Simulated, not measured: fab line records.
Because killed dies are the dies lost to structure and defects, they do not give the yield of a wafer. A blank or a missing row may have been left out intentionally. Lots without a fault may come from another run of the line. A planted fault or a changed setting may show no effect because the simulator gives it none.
fab line records | flow nand-harc
record: lots: 5 wafers: 15 last-day: 33
route steps=1302 shown A_STAIRCASE@850
lots that met no fault: from a run of the same line without faults
start-h: hours from the record's opening day to when the first of the lot's shown wafers began | wait-h: hours from the lot's prior step to this one | " the same as in the row above | L1.1+2: a single row standing in for several wafers | - value missing, or start not given | * or withheld: withheld | < > ~ a bound
route shown NAME@n: NAME is a module with steps in the file, n the number in the route of the first one | usual: the fault-free wafers' mean and standard deviation | same: alike in all rows | chamber/n: place in a boat | sites: each site's reading | _std_site: how widely they spread, as a standard deviation | _edge_site: outer sites' mean less inner sites' | radius-mm: how far each site lies from the wafer's centre | mask NAME#n: copy n | behind: tool/chamber where the wafer was last shaped | hold: why the lot was held/for how many hours/how that ended | device: transistor that didn't switch, given as n, p or np | end of line: the tests these same wafers got at the end of their route | for a step that has no rows: nothing shown but its recipe | killed: dies lost to structure and defects at the first sort, not the wafer's yield | map: a wafer's dies, marking killed ones x, the rest . and places with no die _
set.NAME: the setting as run; set.NAME@STEP: as run at that earlier step | model.NAME: the simulator's own value behind a step, which no gauge read
lots seen at some steps along the route; tables by step, rows by wafer
services: a tool's chamber out of use, with start hour (start-h, from the record's first day; less than 0 if before it), hours out, and reason
== steps ==
step: NHARC_A_STAIRCASE_DEP_151
recipe: target-thk-a: 72000 temp-c: 400 target-thk-nm: 7200 teos-flow-sccm: 200 rf-w: 500 material: SiO2
usual: heater-power-w: 657/140
columns lot.wafer tool chamber start-h wait-h heater-power-w
L074.3 pecvd-01 0 416.46 0.4 758
L074.2 " 2 " " 441
L074.5 " 1 " " 638
L075.3 pecvd-04 1 416.55 0.5 919
L075.6 " 0 " " 615
L075.4 " 1 " " 788
L084.1 pecvd-02 0 508.44 0.4 815
L084.2 " 1 " " 741
L084.6 " 1 " " 597
L091.2 pecvd-04 2 554.61 0.4 536
L091.1 " 1 " " 995
L091.4 " 1 " " 853
L095.3 pecvd-01 2 623.58 0.4 548
L095.2 " 1 " " 632
L095.6 " 1 " " 619
step: NHARC_A_STAIRCASE_ANNEAL_320
recipe: temp-c: 750 time-s: 1800
usual: spike-tc-centre-C: 750.1/1.3 spike-tc-lower-C: 750.8/1.3 zone-power-top-pct: 26.6/1.3
columns lot.wafer tool chamber start-h wait-h spike-tc-centre-C spike-tc-lower-C zone-power-top-pct
L074.2 furnace-03 0 421.30 - 750.1 750.8 24.9
L074.3 " 0 " " 750.9 751.1 25.0
L074.5 " 0 " " 749.3 749.3 25.1
L075.3 furnace-03 0 421.30 - 749.1 751.3 24.9
L075.4 " 0 " " 750.0 751.3 24.8
L075.6 " 0 " " 749.0 751.6 24.6
L084.1 furnace-03 0 512.89 - 751.0 751.1 24.8
L084.2 " 0 " " 750.8 751.0 24.7
L084.6 " 0 " " 749.7 751.3 25.0
L091.1 furnace-03 0 559.06 - 748.4 751.3 24.7
L091.2 " 0 " " 750.7 751.9 25.5
L091.4 " 0 " " 750.2 752.3 24.8
L095.2 furnace-01 0 628.03 - 748.5 747.9 27.3
L095.3 " 0 " " 748.9 749.3 26.8
L095.6 " 0 " " 748.6 750.7 27.1
step: NHARC_A_STAIRCASE_DEP_322
recipe: target-thk-a: 72000 temp-c: 400 target-thk-nm: 7200 teos-flow-sccm: 200 rf-w: 500 material: SiO2
usual: heater-power-w: 652/130
columns lot.wafer tool chamber start-h wait-h heater-power-w
L075.3 pecvd-02 0 424.75 0.1 681
L075.4 " 1 " " 610
L075.6 " 2 " " 607
L074.3 pecvd-01 2 424.75 0.1 484
L074.2 " 0 " " 737
L074.5 " 2 " " 431
L084.2 pecvd-01 2 516.42 0.2 487
L084.1 " 0 " " 709
L084.6 " 2 " " 444
L091.2 pecvd-04 0 562.54 0.1 774
L091.1 " 1 " " 998
L091.4 " 1 " " 847
L095.2 pecvd-01 2 631.43 0.1 549
L095.3 " 1 " " 708
L095.6 " 0 " " 606
step: NHARC_A_STAIRCASE_ANNEAL_323
recipe: temp-c: 750 time-s: 1800
usual: spike-tc-centre-C: 750.1/1.1 spike-tc-lower-C: 750.8/1.2 zone-power-top-pct: 26.7/1.2
columns lot.wafer tool chamber start-h wait-h spike-tc-centre-C spike-tc-lower-C zone-power-top-pct
L074.2 furnace-07 0 430.80 - 749.9 752.3 27.6
L074.3 " 0 " " 751.3 751.9 27.9
L074.5 " 0 " " 750.4 751.0 27.2
L075.3 furnace-07 0 430.80 - 750.6 751.4 27.4
L075.4 " 0 " " 751.3 751.7 27.4
L075.6 " 0 " " 750.8 750.8 27.7
L084.1 furnace-03 0 520.73 - 749.4 748.5 25.1
L084.2 " 0 " " 752.1 752.6 25.1
L084.6 " 0 " " 749.6 750.4 24.9
L091.1 furnace-03 0 566.29 - 749.9 754.1 24.7
L091.2 " 0 " " 750.9 752.4 25.0
L091.4 " 0 " " 749.1 751.2 24.9
L095.2 furnace-07 0 635.85 - 751.4 747.8 27.2
L095.3 " 0 " " 749.5 751.2 27.9
L095.6 " 0 " " 748.3 751.0 28.0
step: NHARC_A_STAIRCASE_DEP_325
recipe: target-thk-a: 72000 temp-c: 400 target-thk-nm: 7200 teos-flow-sccm: 200 rf-w: 500 material: SiO2
usual: heater-power-w: 646/120
columns lot.wafer tool chamber start-h wait-h heater-power-w
L074.2 pecvd-02 0 434.29 0.2 761
L074.3 " 1 " " 625
L074.5 " 0 " " 653
L075.3 pecvd-04 2 434.38 0.2 584
L075.6 " 2 " " 463
L075.4 " 1 " " 779
L084.1 pecvd-02 2 524.12 0.1 634
L084.2 " 1 " " 656
L084.6 " 0 " " 652
L091.1 pecvd-04 1 569.69 0.1 1025
L091.2 " 0 " " 641
L091.4 " 2 " " 453
L095.3 pecvd-02 2 639.26 0.1 649
L095.2 " 1 " " 657
L095.6 " 0 " " 670
step: NHARC_A_STAIRCASE_ANNEAL_326
recipe: temp-c: 750 time-s: 1800
usual: spike-tc-centre-C: 749.5/1.2 spike-tc-lower-C: 750.3/1.2 zone-power-top-pct: 26.1/1.3
columns lot.wafer tool chamber start-h wait-h spike-tc-centre-C spike-tc-lower-C zone-power-top-pct
L074.2 furnace-03 0 438.66 - 749.5 748.7 25.0
L074.3 " 0 " " 750.2 749.8 25.1
L074.5 " 0 " " 749.1 750.8 25.3
L075.3 furnace-03 0 438.66 - 749.7 749.8 24.7
L075.4 " 0 " " 748.1 751.6 25.1
L075.6 " 0 " " 750.6 751.0 24.6
L084.1 furnace-03 0 528.04 - 751.2 751.8 24.9
L084.2 " 0 " " 750.6 751.3 24.9
L084.6 " 0 " " 751.0 751.1 24.6
L091.1 furnace-07 0 574.62 - 750.6 751.8 27.8
L091.2 " 0 " " 751.5 750.1 27.6
L091.4 " 0 " " 750.3 752.1 28.0
L095.2 furnace-01 0 645.46 - 748.1 752.3 27.5
L095.3 " 0 " " 748.9 748.2 26.7
L095.6 " 0 " " 746.2 749.0 27.2
step: NHARC_A_STAIRCASE_DEHYDRATE_433
recipe: temp-c: 150 time-s: 120
columns lot.wafer tool chamber start-h wait-h
L074.2+3+5 litho-track-02 0 442.04 0.1
L075.3+4+6 litho-track-07 0 442.04 0.1
L084.1+2+6 litho-track-03 0 531.44 0.1
L091.1+2+4 litho-track-07 0 578.01 0.1
L095.2+3+6 litho-track-02 0 648.82 0.1
== services ==
columns tool chamber start-h hours kind
litho-track-02 - 402.00 7.0 pm
pecvd-02 - 408.20 13.0 pm
pecvd-02 0 408.20 13.0 vent-cycle
pecvd-02 1 408.20 13.0 vent-cycle
pecvd-02 2 408.20 13.0 vent-cycle
pecvd-02 0 421.20 - clean
pecvd-02 1 421.20 - clean
pecvd-02 2 421.20 - clean
litho-track-07 - 426.00 7.0 pm
pecvd-01 2 428.98 7.1 repair
furnace-07 - 440.84 15.1 repair
litho-track-03 - 450.00 7.0 pm
pecvd-04 - 450.26 13.0 pm
pecvd-04 - 467.11 1.7 repair
pecvd-01 - 492.04 13.0 pm
pecvd-04 - 495.41 0.8 repair
litho-track-02 - 577.00 7.0 pm
pecvd-04 2 581.28 10.2 repair
pecvd-02 - 589.20 13.0 pm
litho-track-07 - 601.00 7.0 pm
pecvd-02 - 609.10 0.8 repair
pecvd-04 1 612.02 3.6 repair
litho-track-03 - 625.00 7.0 pm
pecvd-04 - 631.26 13.0 pm
== key ==
fault none
